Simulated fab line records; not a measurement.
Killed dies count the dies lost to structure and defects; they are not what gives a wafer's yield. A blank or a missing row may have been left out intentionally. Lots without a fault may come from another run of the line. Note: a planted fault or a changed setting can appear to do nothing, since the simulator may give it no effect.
Lot-split experiment | flow n5_finfet | 7 lots, 39 wafers read, on a route of 1938 steps

THE SPLIT ITSELF
At N5_SD_EPI_N_DESCUM_14 (chemistry O2, time 7.9 s), the setting time_s was moved away from the recipe's 7.9 s on 15 of the 39 wafers read, by -54.5% to +57.0%. For the rest of the wafers, this setting stayed at what the recipe calls for.

There is no step in the file separating the split from the reading.

THE READING
CAR-ArF-block_of_SD_EPI_N_COAT_03.thk_nm (the simulator's own value, which no gauge read), in nm, at N5_SD_EPI_N_ETCH_34 (etches SiARC in CF4, target depth 45.5 nm, time 75.8 s). The file gives no usual value for it. Here, 24 wafers ran the recipe; their average is 111.0 nm with a standard deviation of 0.6 nm.

wafer  | tool, chamber at the split | time_s as run, s | against the recipe | CAR-ArF-block_of_SD_EPI_N_COAT_03.thk_nm, nm | against lot-mates on the recipe
L074.1 | rie_diel-02, 3,1           | 3.622            | -54.2%             | 114                                          | +2.3
L074.2 | rie_diel-02, 3,1           | 3.622            | -54.2%             | 113.8                                        | +2.1
L074.3 | rie_diel-02, 2             | 7.9              | recipe             | 111.6                                        | -
L074.5 | rie_diel-02, 3             | 7.9              | recipe             | 111.6                                        | -
L074.4 | rie_diel-02, 0             | 7.9              | recipe             | 112                                          | -
L074.6 | rie_diel-02, 2             | 3.622            | -54.2%             | 114.4                                        | +2.7
L075.1 | rie_diel-05, 1,3           | 7.9              | recipe             | 110.8                                        | -
L075.2 | rie_diel-05, 1,3           | 7.9              | recipe             | 110.8                                        | -
L075.3 | rie_diel-05, 2             | 10.1             | +27.8%             | 110                                          | -0.7
L075.4 | rie_diel-05, 0             | 10.1             | +27.8%             | 109.8                                        | -0.9
L075.6 | rie_diel-05, 1             | 10.1             | +27.8%             | 109.8                                        | -0.9
L075.5 | rie_diel-05, 2             | 7.9              | recipe             | 110.6                                        | -
L080.1 | rie_diel-02, 1             | 7.9              | recipe             | 110.6                                        | -
L080.2 | rie_diel-02, 0             | 7.9              | recipe             | 110.8                                        | -
L080.3 | rie_diel-02, 2             | 7.9              | recipe             | 111.2                                        | -
L080.4 | rie_diel-02, 2,1           | 12.4             | +57.0%             | 108                                          | -2.9
L080.5 | rie_diel-02, 2,1           | 12.4             | +57.0%             | 108                                          | -2.9
L080.6 | rie_diel-02, 0             | 12.4             | +57.0%             | 108                                          | -2.9
L085.1 | rie_diel-05, 2             | 7.9              | recipe             | 111.2                                        | -
L085.2 | rie_diel-05, 3             | 10.39            | +31.5%             | 110.4                                        | -1.3
L085.6 | rie_diel-05, 0,3           | 10.39            | +31.5%             | 110.4                                        | -1.3
L085.3 | rie_diel-05, 1             | 7.9              | recipe             | 111.8                                        | -
L085.4 | rie_diel-05, 0,3           | 10.39            | +31.5%             | 110.6                                        | -1.1
L085.5 | rie_diel-05, 0             | 7.9              | recipe             | 112                                          | -
L089.1 | rie_diel-01, 2             | 3.597            | -54.5%             | 113.4                                        | +3.3
L089.2 | rie_diel-01, 0             | 7.9              | recipe             | 110                                          | -
L089.6 | rie_diel-01, 0             | 7.9              | recipe             | 110                                          | -
L089.3 | rie_diel-01, 3             | 7.9              | recipe             | 110.4                                        | -
L089.4 | rie_diel-01, 3,2           | 3.597            | -54.5%             | 112.8                                        | +2.7
L089.5 | rie_diel-01, 3,2           | 3.597            | -54.5%             | 112.6                                        | +2.5
L090.1 | rie_diel-02, 1,3,3         | 7.9              | recipe             | 110.6                                        | -
L090.2 | rie_diel-02, 2             | 7.9              | recipe             | 111.2                                        | -
L090.3 | rie_diel-02, 1,3,3         | 7.9              | recipe             | 110.4                                        | -
L090.5 | rie_diel-02, 0             | 7.9              | recipe             | 110.4                                        | -
L090.6 | rie_diel-02, 1,3,3         | 7.9              | recipe             | 110.4                                        | -
L090.4 | rie_diel-02, 0             | 7.9              | recipe             | 110.8                                        | -
L093.2 | rie_diel-01, 2             | 7.9              | recipe             | 111.8                                        | -
L093.3 | rie_diel-01, 0,3           | 7.9              | recipe             | 111.6                                        | -
L093.6 | rie_diel-01, 0,3           | 7.9              | recipe             | 111.4                                        | -
Rows listing several chambers each stand for several wafers; the file does not say which wafer went through which chamber.

THE FIT
A straight line over all 39 wafers: CAR-ArF-block_of_SD_EPI_N_COAT_03.thk_nm changes by -0.045 nm for each +1% of time_s; r = -0.91; the points scatter about the line by 0.62 nm.
The same after taking each lot's own level away (the mean of its wafers on the recipe; 39 wafers): -0.0462 nm for each +1%; r = -0.98; scatter 0.29 nm.
On that fit, the largest move of time_s shifts the reading by 2.6 nm.
The lots' own levels span 110.13 to 111.73 nm, that is 2.7 times the standard deviation above.
Consequently the slope shifts little with the lot-to-lot level, the two slopes agreeing.
Check: for one of the wafers moved furthest among these (+57.0%), held out of the fit, the line's prediction against its lot-mates is -2.55 nm. Against them it came out at -2.87 nm.

ADDITIONAL SPLITS CARRIED BY THESE WAFERS
Before the reading, these wafers also passed through other splits. Each is held against what the fit with the lots' levels taken away leaves over:
other split on the same wafers          | wafers away from the commonest value | r with CAR-ArF-block_of_SD_EPI_N_COAT_03.thk_nm (lot level and that fit taken away)
N5_ZERO_LAYER_DEVELOP_10 develop_time_s | 18                                   | +0.07
N5_FIN_SAQP_PECVD_06 time_s             | 9                                    | -0.20

THE WHOLE CHAIN: every reading that the file lists as answering this split, in the file's order
step                  | what it does                                           | reading                                                                                   | change (the file's fit)                | r (the file's)
N5_SD_EPI_N_DESCUM_14 | chemistry O2, time 7.9 s                               | CAR-ArF-block_of_SD_EPI_N_COAT_03.thk_nm (the simulator's own value, which no gauge read) | -0.0472 nm for each +1% of the setting | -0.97
N5_SD_EPI_N_ETCH_34   | etches SiARC in CF4, target depth 45.5 nm, time 75.8 s | CAR-ArF-block_of_SD_EPI_N_COAT_03.thk_nm (the simulator's own value, which no gauge read) | -0.0462 nm for each +1% of the setting | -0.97

FILE'S OWN FIT
CAR-ArF-block_of_SD_EPI_N_COAT_03.thk_nm changes by -0.0462 nm for each +1% of time_s, r = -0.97.
